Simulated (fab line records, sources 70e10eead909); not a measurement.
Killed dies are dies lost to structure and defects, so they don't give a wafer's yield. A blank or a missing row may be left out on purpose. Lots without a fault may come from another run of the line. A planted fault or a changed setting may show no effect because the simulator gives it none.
Chamber matching | flow nand_harc | NHARC_A_BONDPAD_DESCUM_11 on rie_diel-05: 4 sister chambers
The step chemistry O2, time 3 s. 18 wafers are shown with their chamber, then 9 later ones without.

WAFERS WITH THEIR CHAMBER
wafer  | chamber | drypump_motor_current_A (A) | oes_product_au (a.u.) | rf_vpp_V (V)
L580.2 | 0       | 5.72                        | 0.999                 | 57.0
L580.5 | 0       | 5.71                        | 0.995                 | 56.8
L580.6 | 3       | 5.41                        | 1.000                 | 57.4
L581.2 | 2       | 5.78                        | 1.007                 | 57.5
L581.3 | 1       | 5.40                        | 1.009                 | 59.0
L581.4 | 3       | 5.40                        | 0.995                 | 57.3
L584.2 | 3       | 5.36                        | 0.995                 | 56.6
L584.5 | 2       | 5.75                        | 1.018                 | 58.0
L584.6 | 1       | 5.41                        | 1.025                 | 56.7
L585.2 | 1       | 5.40                        | 1.026                 | 56.3
L585.3 | 2       | 5.75                        | 1.025                 | 57.3
L585.4 | 0       | 5.76                        | 0.993                 | 56.8
L586.1 | 3       | 5.34                        | 0.997                 | 58.5
L586.4 | 0       | 5.71                        | 0.989                 | 57.2
L586.6 | 3       | 5.36                        | 1.003                 | 58.5
L588.1 | 3       | 5.38                        | 1.006                 | 57.8
L588.2 | 0       | 5.72                        | 0.987                 | 57.7
L588.3 | 1       | 5.40                        | 1.011                 | 57.5

SIGNATURES (means of the wafers above)
reading                 | chamber 0 | chamber 1 | chamber 2 | chamber 3 | scatter within a chamber
drypump_motor_current_A | 5.7240    | 5.4025    | 5.7600    | 5.3750    | 0.0206
oes_product_au          | 0.99260   | 1.01775   | 1.01667   | 0.99933   | 0.00655
rf_vpp_V                | 57.100    | 57.375    | 57.600    | 57.683    | 0.748
Rule: a wafer's distance from a chamber is the root of the sum, over the readings, of the square of ((its reading less the chamber's mean) divided by the reading's scatter). The wafer belongs to the nearest chamber; if the next one is less than 2 further off, it can't be placed. The scatter: the root of (the sum of the squares of (reading less its chamber's mean) over the shown wafers, divided by (wafers less chambers)).

WAFERS WITHOUT THEIR CHAMBER
wafer  | drypump_motor_current_A (A) | oes_product_au (a.u.) | rf_vpp_V (V)
L591.1 | 5.33                        | 0.999                 | 56.6
L591.3 | 5.74                        | 1.008                 | 58.2
L591.5 | 5.74                        | 1.001                 | 56.4
L590.1 | 5.75                        | 1.006                 | 56.4
L590.3 | 5.43                        | 1.029                 | 57.1
L590.4 | 5.35                        | 0.980                 | 56.7
L592.1 | 5.71                        | 0.981                 | 59.1
L592.2 | 5.31                        | 0.988                 | 58.5
L592.3 | 5.74                        | 1.007                 | 56.1

WHICH CHAMBER EACH WENT THROUGH
wafer  | from the rows above     | in truth
L591.1 | 3                       | 3
L591.3 | can't be placed: 2 or 0 | 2
L591.5 | can't be placed: 0 or 2 | 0
L590.1 | can't be placed: 2 or 0 | 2
L590.3 | 1                       | 1
L590.4 | 3                       | 3
L592.1 | 0                       | 0
L592.2 | 3                       | 3
L592.3 | can't be placed: 2 or 0 | 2
Placed correctly: 5 of 9. Can't be placed from these rows: 4 (the true chamber is among the candidates in 4). Placed wrongly: 0.
